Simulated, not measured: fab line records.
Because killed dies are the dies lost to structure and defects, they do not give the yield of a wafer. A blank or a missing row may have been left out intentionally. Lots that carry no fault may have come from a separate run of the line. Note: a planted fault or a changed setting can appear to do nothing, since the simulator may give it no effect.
Matching of chambers | flow nand_harc | NHARC_P_M2_PRE_CLEAN_32 on pecvd-04: 3 sister chambers
The step time 12 s. 30 wafers are shown with their chamber, then 12 later ones without.

## WAFERS PAIRED WITH THEIR CHAMBERS
wafer  | chamber | heater_power_w (W) | heater_power_outer_w (W) | rf_fwd_power_W (W)
L074.2 | 2       | 701                | 438                      | 293.8
L074.5 | 0       | 593                | 363                      | 293.0
L074.6 | 2       | 705                | 425                      | 292.9
L077.1 | 2       | 584                | 354                      | 294.0
L077.3 | 2       | 603                | 347                      | 292.6
L077.6 | 2       | 597                | 357                      | 292.7
L078.4 | 1       | 570                | 362                      | 293.2
L078.5 | 0       | 680                | 428                      | 294.0
L078.6 | 2       | 674                | 401                      | 291.3
L079.1 | 0       | 647                | 398                      | 293.8
L079.3 | 2       | 661                | 388                      | 292.6
L079.5 | 0       | 657                | 393                      | 293.9
L080.3 | 0       | 664                | 390                      | 293.2
L080.4 | 0       | 649                | 388                      | 293.0
L080.5 | 1       | 597                | 373                      | 293.4
L081.2 | 0       | 679                | 435                      | 293.1
L081.3 | 2       | 628                | 374                      | 292.7
L081.5 | 0       | 707                | 415                      | 293.6
L083.2 | 0       | 642                | 395                      | 290.7
L083.3 | 1       | 621                | 386                      | 291.0
L083.5 | 0       | 643                | 392                      | 291.9
L084.4 | 0       | 657                | 401                      | 293.1
L084.5 | 2       | 695                | 425                      | 290.9
L084.6 | 1       | 545                | 324                      | 292.7
L086.1 | 1       | 569                | 354                      | 291.8
L086.2 | 0       | 694                | 426                      | 293.2
L086.6 | 2       | 707                | 411                      | 291.3
L088.1 | 2       | 612                | 356                      | 292.2
L088.2 | 1       | 587                | 347                      | 292.5
L088.3 | 0       | 606                | 389                      | 292.4

SIGNATURES, as means of the wafers listed above
reading              | chamber 0 | chamber 1 | chamber 2 | scatter within a chamber
heater_power_w       | 655.23    | 581.50    | 651.55    | 37.8
heater_power_outer_w | 401.00    | 357.67    | 388.73    | 25.8
rf_fwd_power_W       | 292.992   | 292.433   | 292.455   | 0.934
Rule: distance of a wafer from a chamber = root of the sum over the readings of ((wafer's reading minus chamber's mean) / reading's scatter) squared. If the next closest chamber is less than 2 further off than the closest, the wafer can't be placed; otherwise it belongs to the closest. How the scatter is found: for the shown wafers, subtract from each reading the mean of its chamber, square and add these, divide the total by (wafers less chambers), then take the root.

## WAFERS MISSING THEIR CHAMBER
wafer  | heater_power_w (W) | heater_power_outer_w (W) | rf_fwd_power_W (W)
L090.1 | 633                | 384                      | 291.2
L090.5 | 547                | 327                      | 292.8
L090.6 | 651                | 407                      | 291.3
L094.2 | 627                | 393                      | 292.5
L094.4 | 624                | 370                      | 290.7
L094.6 | 645                | 397                      | 293.5
L095.3 | 591                | 371                      | 293.8
L095.4 | 629                | 377                      | 292.5
L095.5 | 629                | 368                      | 293.3
L096.1 | 600                | 355                      | 293.3
L096.4 | 645                | 407                      | 291.4
L096.5 | 613                | 354                      | 294.0

## THE CHAMBER EACH PASSED THROUGH
wafer  | from the rows above          | in truth
L090.1 | can't be placed: 2 or 0 or 1 | 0
L090.5 | 1                            | 1
L090.6 | can't be placed: 2 or 0 or 1 | 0
L094.2 | can't be placed: 2 or 0 or 1 | 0
L094.4 | can't be placed: 2 or 1 or 0 | 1
L094.6 | can't be placed: 0 or 2 or 1 | 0
L095.3 | can't be placed: 1 or 0 or 2 | 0
L095.4 | can't be placed: 2 or 0 or 1 | 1
L095.5 | can't be placed: 2 or 0 or 1 | 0
L096.1 | can't be placed: 1 or 2 or 0 | 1
L096.4 | can't be placed: 2 or 0 or 1 | 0
L096.5 | can't be placed: 1 or 2 or 0 | 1
Correctly placed: 1 of 12. Not placeable from these rows: 11 (in 11, the candidates include the true chamber). Placed wrongly: 0.
